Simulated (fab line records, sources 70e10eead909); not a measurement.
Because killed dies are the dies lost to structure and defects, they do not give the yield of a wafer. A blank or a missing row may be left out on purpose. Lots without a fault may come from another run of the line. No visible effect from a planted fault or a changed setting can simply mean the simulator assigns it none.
Matching of chambers    flow nand_harc    NHARC_A_CHANNEL_HOLE_D1_ETCH_38 on rie_diel-10: 4 sister chambers
The step etches the open film in CF4, target depth 39 nm, time 65 s. 8 wafers are shown with their chamber, then 8 later ones without.

## WAFERS PAIRED WITH THEIR CHAMBERS
wafer   chamber  drypump_motor_current_A (A)  showerhead_plenum_p_Torr (Torr)
L391.2  0        6.4                          1.81
L391.6  3        5.1                          1.87
L401.1  2        6.4                          1.81
L401.5  1        5.1                          1.84
L402.2  2        6.5                          1.81
L402.4  0        6.4                          1.80
L402.5  3        5.0                          1.87
L405.1  1        5.1                          1.84

## WAFERS WHOSE CHAMBER IS MISSING
wafer   drypump_motor_current_A (A)  showerhead_plenum_p_Torr (Torr)
L405.5  5.1                          1.84
L405.6  6.5                          1.81
L409.3  5.0                          1.87
L409.5  5.0                          1.87
L409.6  6.5                          1.81
L410.1  5.1                          1.84
L410.3  6.4                          1.81
L410.4  5.0                          1.87

## WHICH CHAMBER EACH ONE RAN IN
wafer   from the rows above      in truth
L405.5  1                        1
L405.6  can't be placed: 2 or 0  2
L409.3  3                        3
L409.5  3                        3
L409.6  can't be placed: 2 or 0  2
L410.1  1                        1
L410.3  can't be placed: 2 or 0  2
L410.4  3                        3
5 of 8 placed correctly. These rows do not allow placing 3 (true chamber among the candidates in 3). Number placed wrongly: 0.
How it was worked out, from the rows above alone: a wafer's distance from a chamber is the root of the sum, over the readings, of the square of ((its reading less the chamber's mean) divided by the reading's scatter). The wafer belongs to the nearest chamber; if the next one is less than 2 further off, it can't be placed. Each chamber's mean is taken over the wafers shown for it. The scatter: take each reading less its chamber's mean, square it, sum over the shown wafers, divide by the number of wafers less the number of chambers, and take the root.
